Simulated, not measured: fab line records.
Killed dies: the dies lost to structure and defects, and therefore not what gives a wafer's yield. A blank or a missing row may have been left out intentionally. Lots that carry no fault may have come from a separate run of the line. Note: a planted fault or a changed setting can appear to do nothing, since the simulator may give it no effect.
Which tool is to blame? ; flow n5-finfet ; 12 lots with 33 wafers sampled at 4 steps, on a route of 1938 steps

## WHAT THE GAUGES SHOWED, per wafer
Not one reading of a measure or inspect step in the record can be checked against a usual standard deviation.

## EACH LOT AND THE TOOL THAT RAN IT (in order: tool; ch and the chambers of the sampled wafers; start)
lot;N5_HKMG_FIN_STRIP_89;N5_PASSIVATION_VIA_ETCH_13;N5_PASSIVATION_DEGAS_18;N5_PASSIVATION_PROBE_49
L447;rie-diel-06 ch 0,1, day 4 02:35;rie-diel-02 ch 0,2,3, day 11 18:06;pvd-sputter-02, day 11 18:56;prober-02, day 12 02:55
L449;rie-diel-05 ch 1,3, day 4 19:32;rie-diel-03 ch 2,3, day 12 06:52;pvd-sputter-02, day 12 08:44;-
L450;rie-diel-05 ch 1,3, day 5 00:47;rie-diel-03 ch 0,1, day 12 15:23;pvd-sputter-01, day 12 16:13;-
L451;rie-diel-06 ch 1,3, day 5 07:41;rie-diel-01 ch 1,2,3, day 12 19:20;pvd-sputter-03, day 12 19:58;prober-01, day 13 01:53
L452;rie-diel-06 ch 0,1,3, day 5 11:09;rie-diel-01 ch 1,2,3, day 13 01:43;pvd-sputter-01, day 13 02:36;prober-01, day 13 08:14
L453;rie-diel-06 ch 0,3, day 5 16:25;rie-diel-03 ch 2,3, day 13 06:13;pvd-sputter-02, day 13 06:51;prober-02, day 13 12:33
L454;rie-diel-05 ch 0, day 6 00:50;rie-diel-02 ch 0,1, day 13 17:31;pvd-sputter-03, day 13 18:17;-
L460;rie-diel-06 ch 0,1,3, day 7 10:44;rie-diel-01 ch 0,2,3, day 15 04:58;pvd-sputter-02, day 15 06:08;prober-02, day 15 11:55
L462;rie-diel-06 ch 0,2,3, day 7 22:32;rie-diel-01 ch 1,2,3, day 15 09:38;pvd-sputter-01, day 15 10:10;prober-02, day 15 16:39
L465;rie-diel-05 ch 0,2,3, day 8 15:11;rie-diel-03 ch 0,1,2, day 16 07:33;pvd-sputter-01, day 16 08:26;prober-01, day 16 13:57
L468;rie-diel-04 ch 0,1, day 9 11:26;rie-diel-02 ch 0,1, day 17 02:55;pvd-sputter-03, day 17 03:31;-
L469;rie-diel-04 ch 0,1,3, day 9 19:02;rie-diel-01 ch 0,1, day 17 18:44;pvd-sputter-02, day 17 19:13;-
- N5_HKMG_FIN_STRIP_89: strips SOC in N2/H2, time 20 s.
- N5_PASSIVATION_VIA_ETCH_13: etches SiO2 in CHF3/O2, target depth 660 nm, time 330 s.
- N5_PASSIVATION_DEGAS_18: time 60 s.
- N5_PASSIVATION_PROBE_49

## AS READ BY THE TOOLS THEMSELVES (means over the sampled wafers that have a number; for cases with no such wafer, the mark the record gives instead)
N5_HKMG_FIN_STRIP_89. Usual: drypump-motor-current-A 5.8 A, standard deviation 0.4; oes-product-au 0.77 a.u., standard deviation 0.092; rf-vpp-V 54.2 V, standard deviation 0.79; showerhead-plenum-p-Torr 3.40 Torr, standard deviation 0.1; throttle-valve-pct 19.1 %, standard deviation 0.31.
lot;tool;drypump-motor-current-A (A);oes-product-au (a.u.);rf-vpp-V (V);showerhead-plenum-p-Torr (Torr);throttle-valve-pct (%);flag
L447;rie-diel-06;6.0;0.72;54.2;3.34;18.9;
L449;rie-diel-05;5.4;0.71;54.7;3.33;19.5;
L450;rie-diel-05;5.4;0.71;54.5;3.33;19.5;
L451;rie-diel-06;5.9;0.74;53.5;3.34;19.2;
L452;rie-diel-06;5.9;0.74;53.1;3.35;19.1;
L453;rie-diel-06;5.7;0.75;54.2;3.38;19.0;
L454;rie-diel-05;6.1;0.77;55.4;3.49;18.6;
L460;rie-diel-06;5.9;0.72;53.5;3.34;19.1;
L462;rie-diel-06;5.9;0.75;54.0;3.42;19.1;
L465;rie-diel-05;6.0;0.85;55.4;3.54;19.0;
L468;rie-diel-04;5.6;0.86;54.5;3.36;19.1;
L469;rie-diel-04;5.5;0.85;54.5;3.34;18.9;

N5_PASSIVATION_VIA_ETCH_13. Usual: drypump-motor-current-A 5.8 A, standard deviation 0.35; etch-rf-on-time-s 235 s, standard deviation 7; oes_ar_750_au 0.77 a.u., standard deviation 0.098; oes_o_777_au 0.78 a.u., standard deviation 0.1; oes-product-au 0.69 a.u., standard deviation 0.09; rf-vpp-V 525 V, standard deviation 18; showerhead-plenum-p-Torr 2.39 Torr, standard deviation 0.077; throttle-valve-pct 18.94 %, standard deviation 0.27.
lot;tool;drypump-motor-current-A (A);etch-rf-on-time-s (s);oes_ar_750_au (a.u.);oes_o_777_au (a.u.);oes-product-au (a.u.);rf-vpp-V (V);showerhead-plenum-p-Torr (Torr);throttle-valve-pct (%);flag
L447;rie-diel-02;5.6;236;0.73;0.72;0.65;518;2.40;19.02;
L449;rie-diel-03;5.9;232;0.84;0.86;0.75;508;2.41;18.88;
L450;rie-diel-03;6.0;243;0.72;0.73;0.65;538;2.48;19.05;
L451;rie-diel-01;5.7;237;0.72;0.71;0.65;526;2.37;19.06;
L452;rie-diel-01;5.8;235;0.72;0.71;0.64;526;2.37;19.06;
L453;rie-diel-03;5.9;230;0.87;0.89;0.77;514;2.45;18.87;
L454;rie-diel-02;6.0;237;0.78;0.76;0.71;516;2.38;19.11;
L460;rie-diel-01;5.8;231;0.78;0.79;0.71;540;2.34;18.76;
L462;rie-diel-01;5.7;235;0.71;0.70;0.63;526;2.36;19.09;
L465;rie-diel-03;6.0;235;0.77;0.79;0.69;534;2.49;19.03;
L468;rie-diel-02;6.1;231;0.93;0.89;0.84;510;2.37;18.91;
L469;rie-diel-01;5.5;231;0.94;0.94;0.84;516;2.39;18.80;

N5_PASSIVATION_DEGAS_18. Usual: heater-power-w 465 W, standard deviation 40.
lot;tool;heater-power-w (W);flag
L447;pvd-sputter-02;472;
L449;pvd-sputter-02;470;
L450;pvd-sputter-01;502;
L451;pvd-sputter-03;450;
L452;pvd-sputter-01;470;
L453;pvd-sputter-02;519;
L454;pvd-sputter-03;456;
L460;pvd-sputter-02;501;
L462;pvd-sputter-01;449;
L465;pvd-sputter-01;475;
L468;pvd-sputter-03;463;
L469;pvd-sputter-02;465;

N5_PASSIVATION_PROBE_49. Usual: defect-limited-yield 91.8 %, standard deviation 1.5; killed_at_M0_to_M3 33, standard deviation 11; killed_at_M4_up 13, standard deviation 5; killed-at-contacts 11, standard deviation 5.6; killed-at-front-end 36, standard deviation 12; killed-at-other 3.4, standard deviation 2.5; killed-dies 97, standard deviation 18; killed-on-rim 12, standard deviation 4.2; killed-open 64, standard deviation 13; killed-short 31, standard deviation 6.9; sort_bin_5_function 4.8 %, standard deviation 1; sort_bin_6_memory 3.1 %, standard deviation 0.64; sort_bin_8_speed 0.00 %, standard deviation 0.014; sort-n-pass 1083, standard deviation 18; sort-yield-pct 91.8 %, standard deviation 1.5.
lot;tool;defect-limited-yield (%);killed_at_M0_to_M3;killed_at_M4_up;killed-at-contacts;killed-at-front-end;killed-at-other;killed-dies;killed-on-rim;killed-open;killed-short;sort_bin_5_function (%);sort_bin_6_memory (%);sort_bin_8_speed (%);sort-n-pass;sort-yield-pct (%);flag
L447;prober-02;92.1;23;19;16;31;4.3;93;12;62;30;4.8;2.8;0.03;1087;92.1;
L451;prober-01;92.3;29;6;12;41;2.3;91;13;60;30;4.4;3.1;0.00;1089;92.3;
L452;prober-01;91.5;46;13;4;32;5.0;100;13;67;33;5.3;2.9;0.00;1080;91.5;
L453;prober-02;92.2;21;17;14;35;5.0;92;10;65;26;5.1;2.6;0.00;1088;92.2;
L460;prober-02;79.6;31;12;19;176;2.7;240;23;68;30;12.0;4.0;0.00;940;79.6;OFF
L462;prober-02;77.3;42;13;10;201;2.3;268;24;77;45;13.9;4.4;0.00;912;77.3;OFF
L465;prober-01;91.7;35;13;7;40;2.0;98;15;52;38;4.8;2.8;0.00;1082;91.7;

## THE ANSWER, worked out from the rows above alone
Rule: take the mean of a lot's wafers that have a number; if it is more than 3 standard deviations from the usual mean, the lot is off. A lot without any number at a reading at which 4 lots or more have one is off too. All remaining lots with rows at the step are treated as sound. The gauges are gone through in route order, then the tools' own readings, and for those a lot's mean is taken as printed above. At the first step where some lot is off, the reading lying furthest off is the one used; lots without a number count as furthest.
Off: L460, L462 (N5_PASSIVATION_PROBE_49, killed-at-front-end). Neither off nor sound, because the step has no rows for them: L449, L450, L454, L468, L469.
A tool fits if, at that step or a process step before it, it ran every lot that is off, and no sound lot after the first of them. Can't be told from this: 3 tools fit, rie-diel-06 at N5_HKMG_FIN_STRIP_89, rie-diel-01 at N5_PASSIVATION_VIA_ETCH_13, prober-02 at N5_PASSIVATION_PROBE_49.

## WHAT THE SIMULATOR HAD PUT IN
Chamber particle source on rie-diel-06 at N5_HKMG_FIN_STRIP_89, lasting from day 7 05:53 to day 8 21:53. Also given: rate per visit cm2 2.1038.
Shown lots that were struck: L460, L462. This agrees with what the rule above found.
